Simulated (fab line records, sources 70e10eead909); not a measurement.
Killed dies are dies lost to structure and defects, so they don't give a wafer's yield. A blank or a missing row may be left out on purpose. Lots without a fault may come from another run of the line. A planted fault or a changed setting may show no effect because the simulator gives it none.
A struck lot beside a sound one | flow nand_harc | 14 steps out of a route of 1302
Sound: wafers L374.2, L374.4, L374.6. Struck: wafers L388.3, L388.4. (L388.5 of the same lot was not struck and is left out.) The cause comes at the end.
At each step with rows: each side's tool, then ch and its chambers, then its first start. Under that, the readings that differ: sound wafers | struck wafers | difference of the means | sigmas: that difference in standard deviations of wafers without a fault.
alike: readings whose means differ by less than 2 such deviations, and words and numbers that are the same on both sides. not compared: withheld readings, readings that some wafer has no value for, bounds like >300 that may hide the same value, and numbers for which the record gives no deviation and whose values overlap.
The two part at a step that has a row with sigmas, a row that says differs or no value, or rows on one side only. Numbers that don't overlap but have no deviation are shown without sigmas and don't part them. A reading that every wafer of one side lacks parts them only if that side has two wafers or more.

first, 2 steps without rows for these wafers: NHARC_A_ONON_D1_ANNEAL_15 (time 3600 s); NHARC_A_ONON_D1_DEP_16 (target thk 1000 nm).
NHARC_A_ONON_D1_THK_MEAS_18: measures by ellipsometry.
  sound on film_metro-01, day 8 19:01; struck on film_metro-02, day 14 11:29
  alike: thk_nm
then, 1 step without rows for these wafers: NHARC_A_ONON_D1_DEP_19 (target thk 1000 nm).
NHARC_A_ONON_D1_THK_MEAS_21: measures by ellipsometry.
  sound on film_metro-01, day 8 19:34; struck on film_metro-01, day 14 12:03
  reading     | sound          | struck  | difference | sigmas
  thk_nm (nm) | 1015 1016 1018 | 990 992 | -25        | -3
then, 1 step without rows for these wafers: NHARC_A_ONON_D1_DEP_22 (target thk 1000 nm).
NHARC_A_ONON_D1_THK_MEAS_24: measures by ellipsometry.
  sound on film_metro-01, day 8 20:08; struck on film_metro-02, day 14 12:37
  alike: thk_nm
then, 1 step without rows for these wafers: NHARC_A_ONON_D1_DEP_25 (target thk 1000 nm).
NHARC_A_ONON_D1_THK_MEAS_27: measures by ellipsometry.
  sound on film_metro-01, day 8 20:52; struck on film_metro-01, day 14 13:11
  alike: thk_nm
then, 1 step without rows for these wafers: NHARC_A_ONON_D1_DEP_28 (target thk 1000 nm).
NHARC_A_ONON_D1_THK_MEAS_30: measures by ellipsometry.
  sound on film_metro-01, day 8 21:34; struck on film_metro-02, day 14 13:46
  reading     | sound       | struck    | difference | sigmas
  thk_nm (nm) | 993 994 994 | 1018 1020 | +25        | +2
NHARC_A_ONON_D1_DEP_33: deposits SiO2, target thk 200 nm.
  sound on pecvd-04 ch 0,1, day 8 21:37; struck on pecvd-02 ch 2, day 14 13:54
  reading                   | sound             | struck      | difference | sigmas
  mfc_precursor_sccm (sccm) | 162.1 162.0 160.9 | 233.4 233.0 | +71.5      | +99 or more
  alike: heater_power_w, throttle_valve_pct
  not compared: since_wet_clean_h
NHARC_A_ONON_D1_THK_MEAS_34: measures by ellipsometry.
  sound on film_metro-01, day 8 22:02; struck on film_metro-01, day 14 14:13
  reading     | sound             | struck      | difference | sigmas
  thk_nm (nm) | 197.9 199.0 200.3 | 288.0 293.1 | +91.5      | +34
-- the record jumps here: 17 days lie between the struck wafers' starts before and after (it left off in module A_ONON_D1 and takes up again in module END, whose first step shown is number 1302 of the route) --
NHARC_END_SORT_01:
  sound on prober-02 ch 0, day 24 19:29; struck on prober-02 ch 0, day 31 04:26
  reading         | sound | struck | difference | sigmas
  killed_at_other | 0 2 1 | 4 4    | +3         | +2
  alike: killed_at_array, killed_at_periphery, killed_dies, killed_open, killed_short

WHERE THEY PART
First at NHARC_A_ONON_D1_THK_MEAS_21; last, within this record, at NHARC_END_SORT_01.

WHY: what the simulator had put in
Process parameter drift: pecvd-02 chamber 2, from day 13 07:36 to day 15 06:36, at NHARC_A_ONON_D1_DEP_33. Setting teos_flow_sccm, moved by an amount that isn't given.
